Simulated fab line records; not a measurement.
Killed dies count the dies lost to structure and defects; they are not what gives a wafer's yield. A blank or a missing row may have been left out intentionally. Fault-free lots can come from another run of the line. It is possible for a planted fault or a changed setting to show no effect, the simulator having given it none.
Split-lot trial / flow n5_finfet / 39 wafers read from 7 lots, route of 1938 steps

== THE SPLIT ==
At N5_BEOL_M14_ETCH_59 (etches BARC in N2/H2, target depth 89 nm, overetch 26.7 nm, time 67.9 s), the setting time_s was moved away from the recipe's 67.9 s on 12 of the 39 wafers read, by -47.6% to +24.9%. The other wafers ran this setting at the recipe's value.

The reading is taken at the split's own step.

== THE READING ==
coat_of_BEOL_M14_COAT_04.thk_nm (the simulator's own value, which no gauge read), in nm, at N5_BEOL_M14_ETCH_59 (etches BARC in N2/H2, target depth 89 nm, overetch 26.7 nm, time 67.9 s). There is no usual value for it anywhere in the file. Here, 27 wafers ran the recipe; their average is 719.7 nm with a standard deviation of 2.5 nm.

wafer=L074.1; tool, chamber at the split=rie_diel-04, 0; time_s as run, s=67.9; against the recipe=recipe; coat_of_BEOL_M14_COAT_04.thk_nm, nm=723.2; against lot-mates on the recipe=-
wafer=L074.2; tool, chamber at the split=rie_diel-04, 3,2; time_s as run, s=67.9; against the recipe=recipe; coat_of_BEOL_M14_COAT_04.thk_nm, nm=721.6; against lot-mates on the recipe=-
wafer=L074.3; tool, chamber at the split=rie_diel-04, 3,2; time_s as run, s=67.9; against the recipe=recipe; coat_of_BEOL_M14_COAT_04.thk_nm, nm=721.6; against lot-mates on the recipe=-
wafer=L074.4; tool, chamber at the split=rie_diel-04, 3; time_s as run, s=67.9; against the recipe=recipe; coat_of_BEOL_M14_COAT_04.thk_nm, nm=724; against lot-mates on the recipe=-
wafer=L074.5; tool, chamber at the split=rie_diel-04, 0; time_s as run, s=67.9; against the recipe=recipe; coat_of_BEOL_M14_COAT_04.thk_nm, nm=720.4; against lot-mates on the recipe=-
wafer=L074.6; tool, chamber at the split=rie_diel-04, 2; time_s as run, s=67.9; against the recipe=recipe; coat_of_BEOL_M14_COAT_04.thk_nm, nm=724.2; against lot-mates on the recipe=-
wafer=L076.1; tool, chamber at the split=rie_diel-04, 0; time_s as run, s=67.9; against the recipe=recipe; coat_of_BEOL_M14_COAT_04.thk_nm, nm=717.8; against lot-mates on the recipe=-
wafer=L076.2; tool, chamber at the split=rie_diel-04, 3; time_s as run, s=67.9; against the recipe=recipe; coat_of_BEOL_M14_COAT_04.thk_nm, nm=718; against lot-mates on the recipe=-
wafer=L076.3; tool, chamber at the split=rie_diel-04, 1; time_s as run, s=35.57; against the recipe=-47.6%; coat_of_BEOL_M14_COAT_04.thk_nm, nm=746.6; against lot-mates on the recipe=+29.3
wafer=L076.4; tool, chamber at the split=rie_diel-04, 3; time_s as run, s=67.9; against the recipe=recipe; coat_of_BEOL_M14_COAT_04.thk_nm, nm=716; against lot-mates on the recipe=-
wafer=L076.5; tool, chamber at the split=rie_diel-04, 1; time_s as run, s=35.57; against the recipe=-47.6%; coat_of_BEOL_M14_COAT_04.thk_nm, nm=745.8; against lot-mates on the recipe=+28.5
wafer=L076.6; tool, chamber at the split=rie_diel-04, 0; time_s as run, s=35.57; against the recipe=-47.6%; coat_of_BEOL_M14_COAT_04.thk_nm, nm=748.8; against lot-mates on the recipe=+31.5
wafer=L077.1; tool, chamber at the split=rie_diel-05, 2; time_s as run, s=67.9; against the recipe=recipe; coat_of_BEOL_M14_COAT_04.thk_nm, nm=721.2; against lot-mates on the recipe=-
wafer=L077.4; tool, chamber at the split=rie_diel-05, 1; time_s as run, s=67.9; against the recipe=recipe; coat_of_BEOL_M14_COAT_04.thk_nm, nm=718.4; against lot-mates on the recipe=-
wafer=L077.6; tool, chamber at the split=rie_diel-05, 3; time_s as run, s=67.9; against the recipe=recipe; coat_of_BEOL_M14_COAT_04.thk_nm, nm=716.8; against lot-mates on the recipe=-
wafer=L080.1; tool, chamber at the split=rie_diel-02, 1; time_s as run, s=67.9; against the recipe=recipe; coat_of_BEOL_M14_COAT_04.thk_nm, nm=719.6; against lot-mates on the recipe=-
wafer=L080.2; tool, chamber at the split=rie_diel-02, 2; time_s as run, s=79.91; against the recipe=+17.7%; coat_of_BEOL_M14_COAT_04.thk_nm, nm=705; against lot-mates on the recipe=-13.4
wafer=L080.3; tool, chamber at the split=rie_diel-02, 3; time_s as run, s=67.9; against the recipe=recipe; coat_of_BEOL_M14_COAT_04.thk_nm, nm=719.4; against lot-mates on the recipe=-
wafer=L080.4; tool, chamber at the split=rie_diel-02, 2; time_s as run, s=67.9; against the recipe=recipe; coat_of_BEOL_M14_COAT_04.thk_nm, nm=716.2; against lot-mates on the recipe=-
wafer=L080.5; tool, chamber at the split=rie_diel-02, 1; time_s as run, s=79.91; against the recipe=+17.7%; coat_of_BEOL_M14_COAT_04.thk_nm, nm=710.4; against lot-mates on the recipe=-8.0
wafer=L080.6; tool, chamber at the split=rie_diel-02, 3; time_s as run, s=79.91; against the recipe=+17.7%; coat_of_BEOL_M14_COAT_04.thk_nm, nm=708.4; against lot-mates on the recipe=-10.0
wafer=L091.1; tool, chamber at the split=rie_diel-05, 0; time_s as run, s=67.9; against the recipe=recipe; coat_of_BEOL_M14_COAT_04.thk_nm, nm=715; against lot-mates on the recipe=-
wafer=L091.2; tool, chamber at the split=rie_diel-05, 2; time_s as run, s=45.88; against the recipe=-32.4%; coat_of_BEOL_M14_COAT_04.thk_nm, nm=742; against lot-mates on the recipe=+22.1
wafer=L091.3; tool, chamber at the split=rie_diel-05, 3; time_s as run, s=45.88; against the recipe=-32.4%; coat_of_BEOL_M14_COAT_04.thk_nm, nm=736.8; against lot-mates on the recipe=+16.9
wafer=L091.4; tool, chamber at the split=rie_diel-05, 1; time_s as run, s=45.88; against the recipe=-32.4%; coat_of_BEOL_M14_COAT_04.thk_nm, nm=741; against lot-mates on the recipe=+21.1
wafer=L091.5; tool, chamber at the split=rie_diel-05, 1; time_s as run, s=67.9; against the recipe=recipe; coat_of_BEOL_M14_COAT_04.thk_nm, nm=723; against lot-mates on the recipe=-
wafer=L091.6; tool, chamber at the split=rie_diel-05, 2; time_s as run, s=67.9; against the recipe=recipe; coat_of_BEOL_M14_COAT_04.thk_nm, nm=721.6; against lot-mates on the recipe=-
wafer=L092.1; tool, chamber at the split=rie_diel-02, 3; time_s as run, s=84.8; against the recipe=+24.9%; coat_of_BEOL_M14_COAT_04.thk_nm, nm=708.8; against lot-mates on the recipe=-9.7
wafer=L092.2; tool, chamber at the split=rie_diel-02, 0; time_s as run, s=67.9; against the recipe=recipe; coat_of_BEOL_M14_COAT_04.thk_nm, nm=716.4; against lot-mates on the recipe=-
wafer=L092.3; tool, chamber at the split=rie_diel-02, 1; time_s as run, s=84.8; against the recipe=+24.9%; coat_of_BEOL_M14_COAT_04.thk_nm, nm=709.4; against lot-mates on the recipe=-9.1
wafer=L092.4; tool, chamber at the split=rie_diel-02, 2; time_s as run, s=67.9; against the recipe=recipe; coat_of_BEOL_M14_COAT_04.thk_nm, nm=721.2; against lot-mates on the recipe=-
wafer=L092.5; tool, chamber at the split=rie_diel-02, 0; time_s as run, s=67.9; against the recipe=recipe; coat_of_BEOL_M14_COAT_04.thk_nm, nm=718; against lot-mates on the recipe=-
wafer=L092.6; tool, chamber at the split=rie_diel-02, 3; time_s as run, s=84.8; against the recipe=+24.9%; coat_of_BEOL_M14_COAT_04.thk_nm, nm=710; against lot-mates on the recipe=-8.5
wafer=L096.1; tool, chamber at the split=rie_diel-04, 0; time_s as run, s=67.9; against the recipe=recipe; coat_of_BEOL_M14_COAT_04.thk_nm, nm=719.2; against lot-mates on the recipe=-
wafer=L096.6; tool, chamber at the split=rie_diel-04, 0; time_s as run, s=67.9; against the recipe=recipe; coat_of_BEOL_M14_COAT_04.thk_nm, nm=719.2; against lot-mates on the recipe=-
wafer=L096.2; tool, chamber at the split=rie_diel-04, 2; time_s as run, s=67.9; against the recipe=recipe; coat_of_BEOL_M14_COAT_04.thk_nm, nm=723; against lot-mates on the recipe=-
wafer=L096.3; tool, chamber at the split=rie_diel-04, 1; time_s as run, s=67.9; against the recipe=recipe; coat_of_BEOL_M14_COAT_04.thk_nm, nm=719; against lot-mates on the recipe=-
wafer=L096.4; tool, chamber at the split=rie_diel-04, 3; time_s as run, s=67.9; against the recipe=recipe; coat_of_BEOL_M14_COAT_04.thk_nm, nm=719.4; against lot-mates on the recipe=-
wafer=L096.5; tool, chamber at the split=rie_diel-04, 1; time_s as run, s=67.9; against the recipe=recipe; coat_of_BEOL_M14_COAT_04.thk_nm, nm=717.6; against lot-mates on the recipe=-
When a row names more than one chamber, that row covers several wafers, and the file does not tell which wafer ran in which chamber.

THE FIT
A straight line over all 39 wafers: coat_of_BEOL_M14_COAT_04.thk_nm changes by -0.567 nm for each +1% of time_s; r = -0.97; the points scatter about the line by 2.7 nm.
The same after taking each lot's own level away (the mean of its wafers on the recipe; 39 wafers): -0.578 nm for each +1%; r = -0.97; scatter 2.4 nm.
On that fit, the largest move of time_s shifts the reading by 28 nm.
Across the lots, their own levels run from 717.27 to 722.50 nm, a range of 2.1 times the standard deviation given above.
Hence the lot-to-lot level has little effect on the slope; both slopes agree.
Check: +27.9 nm against its lot-mates is what the line predicts for one of the wafers moved furthest among these (-47.6%) when that wafer is left out of the fit. Against them it came out at +29.3 nm.

== THE OTHER SPLITS THESE WAFERS WENT THROUGH ==
Note: prior to the reading, these wafers also went through further splits. Each is held against what the fit with the lots' levels taken away leaves over:
other split on the same wafers=N5_BEOL_M13_ILD_DEP_00 time_s; wafers away from the commonest value=15; r with coat_of_BEOL_M14_COAT_04.thk_nm (lot level and that fit taken away)=+0.15

== FILE'S OWN FIT ==
coat_of_BEOL_M14_COAT_04.thk_nm changes by -0.584 nm for each +1% of time_s, r = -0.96.
